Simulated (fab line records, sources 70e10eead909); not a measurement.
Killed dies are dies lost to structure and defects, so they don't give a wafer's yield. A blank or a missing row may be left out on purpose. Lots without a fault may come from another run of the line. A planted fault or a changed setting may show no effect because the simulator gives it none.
fab line records | flow nand_harc
record lots=6 wafers=18 last_day=25
route steps=1159 shown A_STAIRCASE@615 END@1159
lots that met no fault: from a run of the same line without faults
start_h: hours from the record's first day to the start of the lot's first wafer shown | wait_h: hours since the lot's step before | " the same as in the row above | L1.1+2: a row that stands for several wafers | - no value, or no start given | * or withheld: withheld | < > ~ a bound
route shown NAME@n: a module of which the file shows steps, and the number in the route of the first | usual: mean/standard deviation of fault-free wafers | same: alike in all rows | chamber/n: place in a boat | sites: the reading at each site | _std_site: their standard deviation | _edge_site: outer sites' mean less inner sites' | radius_mm: how far each site lies from the wafer's centre | mask NAME#n: copy n | behind: the tool/chamber that last shaped the wafer | hold: why the lot was held/for how many hours/how that ended | device: the transistor (n, p or np) that didn't switch | end of line: the same wafers' tests at the end of the route | a step without rows: its recipe alone | killed: dies lost to structure and defects at the first sort, not the wafer's yield | map: a wafer's dies, x killed, . not, _ none there
set.NAME: the setting as run; set.NAME@STEP: as run at that earlier step | model.NAME: the simulator's own value behind a step, which no gauge read
lots at some steps of the route; a table a step, a row a wafer
services: from which hour (start_h, from the record's first day; less than 0 if before it) a tool's chamber was out of use, for how many hours, and why
## steps
# step NHARC_A_STAIRCASE_ETCH_221
# recipe target_depth_a=1000 time_s=40.5 ion_energy_ev=400 c4f8_flow_sccm=20 o2_flow_sccm=10 ar_flow_sccm=withheld rf_w=600 bias_w=1000 chemistry=C4F8/O2
# usual oes_product_au=0.937/0.016 rf_vpp_V=894/5.5
# columns lot.wafer tool chamber start_h wait_h oes_product_au rf_hours_counter_h rf_vpp_V
L190.3 rie_diel-05 2 - - 0.939 33 892
L190.2 " 3 " " 0.932 23 891
L190.5 " 2 " " 0.946 - 895
L198.4 rie_diel-13 2 - - 0.950 7 894
L198.3 " 0 " " 0.958 6 888
L198.5 " 2 " " 0.943 - 894
L199.4 rie_diel-13 3 - - 0.926 10 903
L199.5 " 0 " " 0.945 - 888
L199.6 " 1 " " 0.910 - 892
L203.3 rie_diel-13 1 - - 0.918 23 892
L203.2 " 3 " " 0.929 22 904
L203.6 " 1 " " 0.916 - 892
L208.1 rie_diel-13 3 - - 0.938 29 904
L208.6 " 1 " " 0.922 - 892
L208.4 " 2 " " 0.916 - 892
L210.2 rie_diel-13 0 - - 0.926 32 890
L210.1 " 1 " " 0.922 40 892
L210.4 " 2 " " 0.916 41 893
# step NHARC_A_STAIRCASE_TRIM_222
# recipe time_s=211.2 o2_flow_sccm=500 ar_flow_sccm=0 bias_w=0 chemistry=O2
# step NHARC_A_STAIRCASE_ETCH_223
# recipe target_depth_a=1000 time_s=40.5 ion_energy_ev=400 c4f8_flow_sccm=20 o2_flow_sccm=10 ar_flow_sccm=withheld rf_w=600 bias_w=1000 chemistry=C4F8/O2
# step NHARC_A_STAIRCASE_TRIM_224
# recipe time_s=211.2 o2_flow_sccm=500 ar_flow_sccm=0 bias_w=0 chemistry=O2
# step NHARC_A_STAIRCASE_ETCH_225
# recipe target_depth_a=1000 time_s=40.5 ion_energy_ev=400 c4f8_flow_sccm=20 o2_flow_sccm=10 ar_flow_sccm=withheld rf_w=600 bias_w=1000 chemistry=C4F8/O2
# step NHARC_A_STAIRCASE_TRIM_226
# recipe time_s=211.2 o2_flow_sccm=500 ar_flow_sccm=0 bias_w=0 chemistry=O2
# step NHARC_A_STAIRCASE_ETCH_227
# recipe target_depth_a=1000 time_s=40.5 ion_energy_ev=400 c4f8_flow_sccm=20 o2_flow_sccm=10 ar_flow_sccm=withheld rf_w=600 bias_w=1000 chemistry=C4F8/O2
# usual oes_product_au=0.940/0.014 rf_vpp_V=893/5.6
# columns lot.wafer tool chamber start_h wait_h oes_product_au rf_hours_counter_h rf_vpp_V
L190.2 rie_diel-05 0 - - 0.930 30 892
L190.3 " 2 " " 0.940 34 893
L190.5 " 1 " " 0.945 - 903
L198.3 rie_diel-13 2 - - 0.941 8 895
L198.4 " 3 " " 0.939 7 905
L198.5 " 2 " " 0.940 - 894
L199.4 rie_diel-13 2 - - 0.933 12 893
L199.6 " 1 " " 0.942 - 894
L199.5 " 2 " " 0.929 - 893
L203.2 rie_diel-13 3 - - 0.941 23 903
L203.3 " 1 " " 0.933 24 891
L203.6 " 0 " " 0.962 - 890
L208.1 rie_diel-13 2 - - 0.935 31 893
L208.4 " 3 " " 0.937 - 904
L208.6 " 2 " " 0.917 - 894
L210.1 rie_diel-13 1 - - 0.950 40 892
L210.2 " 3 " " 0.931 40 903
L210.4 " 0 " " 0.946 33 889
# step NHARC_A_STAIRCASE_TRIM_229
# recipe time_s=211.2 o2_flow_sccm=500 ar_flow_sccm=0 bias_w=0 chemistry=O2
# step NHARC_A_STAIRCASE_ETCH_230
# recipe target_depth_a=1000 time_s=40.5 ion_energy_ev=400 c4f8_flow_sccm=20 o2_flow_sccm=10 ar_flow_sccm=withheld rf_w=600 bias_w=1000 chemistry=C4F8/O2
# usual oes_product_au=0.944/0.017 rf_vpp_V=893/5.4
# columns lot.wafer tool chamber start_h wait_h oes_product_au rf_hours_counter_h rf_vpp_V
L190.2 rie_diel-13 3 - - 0.909 50 904
L190.3 " 2 " " 0.923 48 894
L190.5 " 3 " " 0.904 - 904
L198.4 rie_diel-05 3 - - 0.949 41 893
L198.3 " 0 " " 0.935 48 891
L198.5 " 3 " " 0.934 - 893
L199.4 rie_diel-13 2 - - 0.936 12 894
L199.5 " 3 " " 0.929 - 904
L199.6 " 0 " " 0.946 - 890
L203.2 rie_diel-13 1 - - 0.922 24 891
L203.3 " 2 " " 0.937 25 895
L203.6 " 0 " " 0.961 - 889
L208.4 rie_diel-05 1 - - 0.980 3 902
L208.1 " 2 " " 0.964 3 892
L208.6 " 1 " " 0.984 - 903
L210.1 rie_diel-05 2 - - 0.955 13 894
L210.4 " 0 " " 0.930 15 889
L210.2 " 1 " " 0.970 15 900
# step NHARC_A_STAIRCASE_TRIM_231
# recipe time_s=211.2 o2_flow_sccm=500 ar_flow_sccm=0 bias_w=0 chemistry=O2
# usual drypump_motor_current_A=5.8/0.47 oes_product_au=0.999/0.014 rf_vpp_V=57.6/0.81 showerhead_plenum_p_Torr=3.46/0.15 throttle_valve_pct=17.036/0.0099
# columns lot.wafer tool chamber start_h wait_h drypump_motor_current_A oes_product_au rf_hours_counter_h rf_vpp_V showerhead_plenum_p_Torr throttle_valve_pct
L190.3 rie_diel-13 3 - - 6.1 0.967 50 59.7 3.78 17.048
L190.2 " 1 " " 6.0 0.988 49 58.1 3.45 17.044
L190.5 " 0 " " 6.2 0.998 - 55.3 3.36 17.020
L198.4 rie_diel-05 1 - - 6.5 1.007 50 57.6 3.70 17.043
L198.3 " 3 " " 5.8 0.994 41 57.3 3.41 17.028
L198.5 " 1 " " 6.5 1.002 - 58.4 3.70 17.031
L199.4 rie_diel-13 1 - - 6.0 0.987 11 55.7 3.44 17.042
L199.6 " 0 " " 6.2 1.012 - 57.4 3.35 17.029
L199.5 " 1 " " 6.0 0.981 - 57.2 3.44 17.048
L203.2 rie_diel-13 0 - - 6.2 1.022 22 57.2 3.34 17.045
L203.3 " 1 " " 6.0 0.995 24 55.9 3.43 17.036
L203.6 " 0 " " 6.1 1.011 - 57.5 3.34 17.038
L208.1 rie_diel-05 1 - - 6.5 1.033 3 58.1 3.69 17.043
L208.4 " 2 " " 6.1 1.010 3 57.6 3.43 17.045
L208.6 " 0 " " 5.4 0.982 - 56.2 3.37 17.039
L210.2 rie_diel-05 2 - - 6.1 1.021 14 58.4 3.43 17.033
L210.1 " 3 " " 5.8 1.007 9 57.1 3.40 17.035
L210.4 " 0 " " 5.4 1.004 15 57.5 3.37 17.037
# step NHARC_A_STAIRCASE_ETCH_232
# recipe target_depth_a=1000 time_s=40.5 ion_energy_ev=400 c4f8_flow_sccm=20 o2_flow_sccm=10 ar_flow_sccm=withheld rf_w=600 bias_w=1000 chemistry=C4F8/O2
# step NHARC_A_STAIRCASE_TRIM_233
# recipe time_s=211.2 o2_flow_sccm=500 ar_flow_sccm=0 bias_w=0 chemistry=O2
# usual drypump_motor_current_A=5.7/0.49 oes_product_au=0.998/0.015 rf_vpp_V=57.6/0.9 showerhead_plenum_p_Torr=3.45/0.14 throttle_valve_pct=17.035/0.0093
# columns lot.wafer tool chamber start_h wait_h drypump_motor_current_A oes_product_au rf_hours_counter_h rf_vpp_V showerhead_plenum_p_Torr throttle_valve_pct
L190.2 rie_diel-13 1 256.51 - 6.0 0.992 50 56.9 3.45 17.045
L190.3 " 2 " " 5.0 0.998 49 57.5 3.47 17.023
L190.5 " 1 " " 6.0 0.990 - 56.5 3.45 17.032
L198.4 rie_diel-05 1 302.29 - 6.6 1.001 50 59.1 3.70 17.016
L198.3 " 3 " " 5.8 0.997 42 58.3 3.41 17.039
L198.5 " 2 " " 6.1 1.004 - 57.7 3.44 17.036
L199.4 rie_diel-13 0 308.14 - 6.2 1.378 11 57.8 3.35 17.055
L199.6 " 0 " " 6.2 1.392 - 58.2 3.35 17.043
L199.5 " 1 " " 6.0 0.977 - 57.3 3.44 17.053
L203.3 rie_diel-13 1 346.23 - 6.0 0.984 24 58.2 3.43 17.035
L203.2 " 3 " " 6.2 0.987 24 57.6 3.76 17.032
L203.6 " 0 " " 6.2 1.376 - 57.8 3.34 17.027
L208.4 rie_diel-05 0 358.14 - 5.4 0.993 3 58.2 3.37 17.030
L208.1 " 1 " " 6.5 1.022 3 58.4 3.69 17.044
L208.6 " 1 " " 6.5 1.025 - 58.3 3.69 17.027
L210.1 rie_diel-05 2 384.43 - 6.1 1.018 14 57.0 3.43 17.042
L210.4 " 3 " " 5.8 0.997 9 56.9 3.40 17.028
L210.2 " 1 " " 6.5 1.028 15 58.3 3.69 17.032
# step NHARC_A_STAIRCASE_ETCH_234
# recipe target_depth_a=1000 time_s=40.5 ion_energy_ev=400 c4f8_flow_sccm=20 o2_flow_sccm=10 ar_flow_sccm=withheld rf_w=600 bias_w=1000 chemistry=C4F8/O2
# usual oes_product_au=0.939/0.015 rf_vpp_V=893/5.3
# columns lot.wafer tool chamber start_h wait_h oes_product_au rf_hours_counter_h rf_vpp_V
L190.2 rie_diel-13 3 - - 0.934 50 906
L190.3 " 0 " " 0.940 51 888
L190.5 " 3 " " 0.937 - 906
L198.3 rie_diel-05 3 - - 0.948 42 892
L198.4 " 1 " " 0.934 50 902
L198.5 " 3 " " 0.943 - 892
L199.4 rie_diel-13 1 - - 0.926 11 894
L199.6 " 2 " " 0.941 - 895
L199.5 " 3 " " 0.955 - 906
L203.2 rie_diel-13 3 - - 0.933 24 903
L203.3 " 0 " " 0.941 23 889
L203.6 " 0 " " 0.940 - 889
L208.4 rie_diel-05 0 - - 0.933 4 890
L208.1 " 1 " " 0.959 4 901
L208.6 " 1 " " 0.968 - 902
L210.1 rie_diel-05 2 - - 0.944 14 892
L210.4 " 0 " " 0.949 15 890
L210.2 " 1 " " 0.958 15 900
# step NHARC_END_SORT_01
# recipe temp_c=25
# usual killed_at_array=27/11 killed_at_other=0.7/1.1 killed_at_periphery=3.6/2.4 killed_dies=32/11 killed_open=3.3/1.8 killed_short=2.1/1.5
# same gross_dies=677
# columns lot.wafer tool chamber start_h wait_h hold killed_at_array killed_at_other killed_at_periphery killed_dies killed_open killed_short
L190.2 prober-02 0 460.89 2.8 - 21 0 8 29 2 1
L190.3 prober-02 0 461.70 3.1 - 21 1 2 24 3 1
L190.5 prober-02 0 463.32 3.7 - 34 2 10 46 6 0
L198.3 prober-02 0 503.71 3.1 - 21 0 5 26 2 3
L198.4 prober-02 0 504.51 3.4 - 31 0 10 41 5 2
L198.5 prober-02 0 505.31 3.7 - 35 0 6 41 4 3
L199.4 prober-01 0 504.58 3.4 await_dispo/1.7h/release 672 0 5 677 3 4
L199.5 prober-01 0 505.38 3.7 await_dispo/1.7h/release 41 0 0 41 4 2
L199.6 prober-01 0 506.18 4.0 await_dispo/1.7h/release 674 0 3 677 6 3
L203.2 prober-02 0 536.11 2.8 await_dispo/4.3h/release 45 0 3 48 3 3
L203.3 prober-02 0 536.90 3.1 await_dispo/4.3h/release 51 2 1 54 3 2
L203.6 prober-02 0 539.28 4.0 await_dispo/4.3h/release 676 0 1 677 4 1
L208.1 prober-02 0 552.24 2.5 - 25 0 1 26 1 0
L208.4 prober-02 0 554.64 3.4 - 23 0 3 26 3 1
L208.6 prober-02 0 556.24 4.0 - 31 0 4 35 4 1
L210.1 prober-01 0 589.07 2.6 - 20 2 4 26 2 3
L210.2 prober-01 0 589.88 2.9 - 12 5 3 20 3 2
L210.4 prober-01 0 591.50 3.5 - 19 4 2 25 3 1
# killed by level:class
L190.2 A_CHANNEL_HOLE_D1:chamber_film_flake=8 A_SLIT:chamber_film_flake=7 P_CONTACT:chamber_film_flake=6 A_ZERO_WELL:chamber_film_flake=2 A_STAIRCASE:chamber_film_flake=2 P_STI:geometric_particle:open=1 P_CONTACT:geometric_particle:open=1 A_WL_FILL:geometric_particle:short=1
L190.3 A_CHANNEL_HOLE_D1:chamber_film_flake=7 A_SLIT:chamber_film_flake=6 A_CONTACT:chamber_film_flake=3 P_CONTACT:geometric_particle:open=1 A_CHANNEL_FILL_D1:geometric_particle:short=1 A_WL_FILL:geometric_particle:open=1 A_CONTACT:geometric_particle:open=1 P_CONTACT:chamber_film_flake=1
L190.5 A_CHANNEL_HOLE_D1:chamber_film_flake=14 A_SLIT:chamber_film_flake=12 P_CONTACT:chamber_film_flake=7 A_ZERO_WELL:chamber_film_flake=2 THIN_TSV:chamber_film_flake=2 P_CONTACT:geometric_particle:open=1 P_M0:geometric_particle:open=1 P_M1:geometric_particle:open=1
L198.3 A_SLIT:chamber_film_flake=11 P_ZERO_WELL:chamber_film_flake=4 A_CONTACT:chamber_film_flake=3 A_ONON_D1:geometric_particle:short=2 P_M1:geometric_particle:open=1 A_SGD_CUT:geometric_particle:short=1 A_BLC:geometric_particle:open=1 A_CHANNEL_HOLE_D1:chamber_film_flake=1
L198.4 A_SLIT:chamber_film_flake=17 P_ZERO_WELL:chamber_film_flake=4 A_STAIRCASE:chamber_film_flake=3 A_WL_FILL:chamber_film_flake=3 A_CONTACT:chamber_film_flake=3 P_GATE:chamber_film_flake=2 P_GATE:geometric_particle:short=1 P_GATE:geometric_particle:open=1
L199.4 A_STAIRCASE:area_trim=641 A_CHANNEL_HOLE_D1:chamber_film_flake=12 A_SLIT:chamber_film_flake=9 A_STAIRCASE:chamber_film_flake=3 A_CONTACT:geometric_particle:short=2 P_STI:chamber_film_flake=2 P_GATE:geometric_particle:open=1 P_CONTACT:geometric_particle:open=1
L198.5 A_SLIT:chamber_film_flake=15 A_CONTACT:chamber_film_flake=6 A_CHANNEL_HOLE_D1:chamber_film_flake=4 A_M0:geometric_particle:open=3 P_GATE:chamber_film_flake=3 P_ZERO_WELL:chamber_film_flake=2 A_STAIRCASE:chamber_film_flake=2 P_M0:geometric_particle:open=1
L199.5 A_CHANNEL_HOLE_D1:chamber_film_flake=18 A_SLIT:chamber_film_flake=12 A_STAIRCASE:chamber_film_flake=5 A_CONTACT:geometric_particle:open=2 A_SOURCE_PLATE:geometric_particle:open=1 A_ONON_D1:geometric_particle:open=1 A_WL_FILL:geometric_particle:short=1 A_CONTACT:geometric_particle:short=1
L199.6 A_STAIRCASE:area_trim=642 A_CHANNEL_HOLE_D1:chamber_film_flake=14 A_SLIT:chamber_film_flake=7 A_ONON_D1:geometric_particle:open=3 A_STAIRCASE:chamber_film_flake=2 P_CONTACT:geometric_particle:short=1 P_M0:geometric_particle:open=1 P_M1:geometric_particle:open=1
L203.2 A_CHANNEL_HOLE_D1:chamber_film_flake=20 A_SLIT:chamber_film_flake=13 A_CONTACT:chamber_film_flake=3 A_STAIRCASE:chamber_film_flake=2 P_M1:geometric_particle:short=1 A_CHANNEL_FILL_D1:geometric_particle:short=1 A_SLIT:geometric_particle:open=1 A_WL_FILL:geometric_particle:open=1
L203.3 A_CHANNEL_HOLE_D1:chamber_film_flake=23 A_SLIT:chamber_film_flake=22 THIN_TSV:chamber_film_flake=2 P_M0:geometric_particle:open=1 A_CHANNEL_FILL_D1:geometric_particle:short=1 A_SGD_CUT:geometric_particle:open=1 A_WL_FILL:geometric_particle:short=1 A_M0:geometric_particle:open=1
L203.6 A_STAIRCASE:area_trim=634 A_SLIT:chamber_film_flake=18 A_CHANNEL_HOLE_D1:chamber_film_flake=16 A_M1:geometric_particle:open=2 P_CONTACT:geometric_particle:short=1 A_CHANNEL_FILL_D1:geometric_particle:open=1 A_CONTACT:geometric_particle:open=1 A_CHANNEL_FILL_D1:chamber_film_flake=1
L208.1 A_SLIT:chamber_film_flake=9 A_CHANNEL_HOLE_D1:chamber_film_flake=7 A_STAIRCASE:chamber_film_flake=4 A_CONTACT:chamber_film_flake=2 A_M0:geometric_particle:open=1 P_STI:chamber_film_flake=1 A_ZERO_WELL:chamber_film_flake=1 A_BONDPAD:chamber_film_flake=1
L208.4 A_SLIT:chamber_film_flake=12 A_CHANNEL_HOLE_D1:chamber_film_flake=3 A_CONTACT:geometric_particle:open=2 A_BONDPAD:chamber_film_flake=2 P_CONTACT:geometric_particle:short=1 A_CHANNEL_FILL_D1:geometric_particle:open=1 P_STI:chamber_film_flake=1 P_GATE:chamber_film_flake=1
L208.6 A_SLIT:chamber_film_flake=18 A_CONTACT:chamber_film_flake=4 A_CHANNEL_HOLE_D1:chamber_film_flake=3 A_BONDPAD:chamber_film_flake=2 P_STI:geometric_particle:short=1 P_CONTACT:geometric_particle:open=1 P_M0:geometric_particle:open=1 A_CHANNEL_HOLE_D1:geometric_particle:open=1
L210.1 A_CHANNEL_HOLE_D1:chamber_film_flake=7 A_CONTACT:chamber_film_flake=4 A_CHANNEL_FILL_D1:chamber_film_flake=3 P_STI:chamber_film_flake=2 A_STAIRCASE:chamber_film_flake=2 THIN_TSV:chamber_film_flake=2 P_M0:geometric_particle:short=1 A_CHANNEL_FILL_D1:geometric_particle:short=1
L210.2 THIN_TSV:chamber_film_flake=5 A_CHANNEL_FILL_D1:chamber_film_flake=4 A_CONTACT:chamber_film_flake=3 P_CONTACT:geometric_particle:open=1 A_WL_FILL:geometric_particle:short=1 A_CONTACT:geometric_particle:open=1 A_BLC:geometric_particle:short=1 A_M0:geometric_particle:open=1
L210.4 A_CHANNEL_HOLE_D1:chamber_film_flake=6 A_CONTACT:chamber_film_flake=5 THIN_TSV:chamber_film_flake=4 A_CHANNEL_FILL_D1:chamber_film_flake=3 P_M1:geometric_particle:open=1 A_CHANNEL_HOLE_D1:geometric_particle:open=1 A_WL_FILL:geometric_particle:short=1 A_CONTACT:geometric_particle:open=1
# map L199.4 (x killed, . not)
____________x____________
_________xxxxxxx_________
_______xxxxxxxxxxx_______
______xxxxxxxxxxxxx______
_____xxxxxxxxxxxxxxx_____
____xxxxxxxxxxxxxxxxx____
____xxxxxxxxxxxxxxxxx____
___xxxxxxxxxxxxxxxxxxx___
___xxxxxxxxxxxxxxxxxxx___
__xxxxxxxxxxxxxxxxxxxxx__
__xxxxxxxxxxxxxxxxxxxxx__
_xxxxxxxxxxxxxxxxxxxxxxx_
_xxxxxxxxxxxxxxxxxxxxxxx_
_xxxxxxxxxxxxxxxxxxxxxxx_
_xxxxxxxxxxxxxxxxxxxxxxx_
_xxxxxxxxxxxxxxxxxxxxxxx_
xxxxxxxxxxxxxxxxxxxxxxxxx
xxxxxxxxxxxxxxxxxxxxxxxxx
xxxxxxxxxxxxxxxxxxxxxxxxx
xxxxxxxxxxxxxxxxxxxxxxxxx
xxxxxxxxxxxxxxxxxxxxxxxxx
_xxxxxxxxxxxxxxxxxxxxxxx_
_xxxxxxxxxxxxxxxxxxxxxxx_
_xxxxxxxxxxxxxxxxxxxxxxx_
_xxxxxxxxxxxxxxxxxxxxxxx_
_xxxxxxxxxxxxxxxxxxxxxxx_
__xxxxxxxxxxxxxxxxxxxxx__
__xxxxxxxxxxxxxxxxxxxxx__
___xxxxxxxxxxxxxxxxxxx___
___xxxxxxxxxxxxxxxxxxx___
____xxxxxxxxxxxxxxxxx____
____xxxxxxxxxxxxxxxxx____
_____xxxxxxxxxxxxxxx_____
______xxxxxxxxxxxxx______
_______xxxxxxxxxxx_______
_________xxxxxxx_________
____________x____________
# map L203.6 (x killed, . not)
____________x____________
_________xxxxxxx_________
_______xxxxxxxxxxx_______
______xxxxxxxxxxxxx______
_____xxxxxxxxxxxxxxx_____
____xxxxxxxxxxxxxxxxx____
____xxxxxxxxxxxxxxxxx____
___xxxxxxxxxxxxxxxxxxx___
___xxxxxxxxxxxxxxxxxxx___
__xxxxxxxxxxxxxxxxxxxxx__
__xxxxxxxxxxxxxxxxxxxxx__
_xxxxxxxxxxxxxxxxxxxxxxx_
_xxxxxxxxxxxxxxxxxxxxxxx_
_xxxxxxxxxxxxxxxxxxxxxxx_
_xxxxxxxxxxxxxxxxxxxxxxx_
_xxxxxxxxxxxxxxxxxxxxxxx_
xxxxxxxxxxxxxxxxxxxxxxxxx
xxxxxxxxxxxxxxxxxxxxxxxxx
xxxxxxxxxxxxxxxxxxxxxxxxx
xxxxxxxxxxxxxxxxxxxxxxxxx
xxxxxxxxxxxxxxxxxxxxxxxxx
_xxxxxxxxxxxxxxxxxxxxxxx_
_xxxxxxxxxxxxxxxxxxxxxxx_
_xxxxxxxxxxxxxxxxxxxxxxx_
_xxxxxxxxxxxxxxxxxxxxxxx_
_xxxxxxxxxxxxxxxxxxxxxxx_
__xxxxxxxxxxxxxxxxxxxxx__
__xxxxxxxxxxxxxxxxxxxxx__
___xxxxxxxxxxxxxxxxxxx___
___xxxxxxxxxxxxxxxxxxx___
____xxxxxxxxxxxxxxxxx____
____xxxxxxxxxxxxxxxxx____
_____xxxxxxxxxxxxxxx_____
______xxxxxxxxxxxxx______
_______xxxxxxxxxxx_______
_________xxxxxxx_________
____________x____________
## services
# columns tool chamber start_h hours kind
rie_diel-13 0 231.10 - clean
rie_diel-13 1 231.10 - clean
rie_diel-13 2 231.10 - clean
rie_diel-13 3 231.10 - clean
rie_diel-13 0 255.73 - clean
rie_diel-13 1 255.73 - clean
rie_diel-13 2 255.73 - clean
rie_diel-13 3 255.73 - clean
rie_diel-05 2 273.08 2.7 repair
rie_diel-13 - 276.04 9.0 pm
rie_diel-13 0 276.04 9.0 vent_cycle
rie_diel-13 1 276.04 9.0 vent_cycle
rie_diel-13 2 276.04 9.0 vent_cycle
rie_diel-13 3 276.04 9.0 vent_cycle
rie_diel-13 0 285.04 - clean
rie_diel-13 1 285.04 - clean
rie_diel-13 2 285.04 - clean
rie_diel-13 3 285.04 - clean
rie_diel-13 0 309.54 - clean
rie_diel-13 1 309.54 - clean
rie_diel-13 2 309.54 - clean
rie_diel-13 3 309.54 - clean
rie_diel-05 - 340.67 9.0 pm
rie_diel-05 3 358.94 11.9 repair
## key
first_sign step=NHARC_A_STAIRCASE_TRIM_233 reading=oes_product_au direction=up sigmas=26 usual=0.998 struck=1.382
effect step=NHARC_END_SORT_01 reading=killed_at_array direction=up sigmas=60 usual=27 struck=674
more_kills_born_at NHARC_A_STAIRCASE_TRIM_233@rie_diel-13=1917
met_at NHARC_A_STAIRCASE_TRIM_233
struck_wafers L199.4,L199.6,L203.6
later_rows_left_out L199.4,L199.6,L203.6
tester_left_out L199,L203
fault kind=process_parameter_drift tool=rie_diel-13 chamber=0 onset_h=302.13 steps=NHARC_A_STAIRCASE_TRIM_233 channel=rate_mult offset=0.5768 shape=step end_h=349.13
# tester_left_out: of these lots the tester's yield and bins aren't shown, on N5 and GAA mostly nor the transistor test; their killed dies are dies lost to structure and defects alone, not to doping, threshold or leakage, so they don't give the yield
# later_rows_left_out: the simulator's readings of these wafers behind a module that went badly wrong aren't trusted and aren't shown, but for the sort
